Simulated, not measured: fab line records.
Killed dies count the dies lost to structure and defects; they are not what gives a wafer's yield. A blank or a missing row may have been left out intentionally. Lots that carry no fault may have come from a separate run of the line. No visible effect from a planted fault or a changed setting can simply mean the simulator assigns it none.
Matching of chambers :: flow n5_finfet :: N5_BEOL_M8_DESCUM_33 on rie_diel-02 has 4 sister chambers
The step chemistry O2, time 7 s. 4 wafers are shown with their chamber, then 7 later ones without.

## WAFERS, EACH WITH ITS CHAMBER
wafer: L086.1
chamber: 0
drypump_motor_current_A (A): 6.3

wafer: L086.2
chamber: 2
drypump_motor_current_A (A): 5.9

wafer: L085.2
chamber: 3
drypump_motor_current_A (A): 5.8

wafer: L085.4
chamber: 1
drypump_motor_current_A (A): 6.6

## WAFERS WHOSE CHAMBER IS MISSING
wafer: L085.6
drypump_motor_current_A (A): 5.9

wafer: L094.1
drypump_motor_current_A (A): 5.7

wafer: L094.3
drypump_motor_current_A (A): 6.6

wafer: L094.4
drypump_motor_current_A (A): 5.9

wafer: L097.2
drypump_motor_current_A (A): 5.7

wafer: L097.3
drypump_motor_current_A (A): 6.6

wafer: L097.4
drypump_motor_current_A (A): 5.8

## WHICH CHAMBER EACH WENT THROUGH
wafer: L085.6
from the rows above: can't be placed: 2 or 3
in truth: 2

wafer: L094.1
from the rows above: can't be placed: 3 or 2
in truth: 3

wafer: L094.3
from the rows above: 1
in truth: 1

wafer: L094.4
from the rows above: can't be placed: 2 or 3
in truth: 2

wafer: L097.2
from the rows above: can't be placed: 3 or 2
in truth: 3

wafer: L097.3
from the rows above: 1
in truth: 1

wafer: L097.4
from the rows above: can't be placed: 3 or 2
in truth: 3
Placed correctly: 2 of 7. Not placeable from these rows: 5 (in 5, the candidates include the true chamber). Wrongly placed: 0.
How it was worked out, from the rows above alone: a wafer's distance from a chamber is the root of the sum, over the readings, of the square of ((its reading less the chamber's mean) divided by the reading's scatter). If the next closest chamber is less than 2 further off than the closest, the wafer can't be placed; otherwise it belongs to the closest. For every chamber, the mean is computed from those of its wafers that are shown. The scatter: with one shown wafer a chamber, the root of the mean of the squares of how far each hidden wafer lies from its nearest shown one.
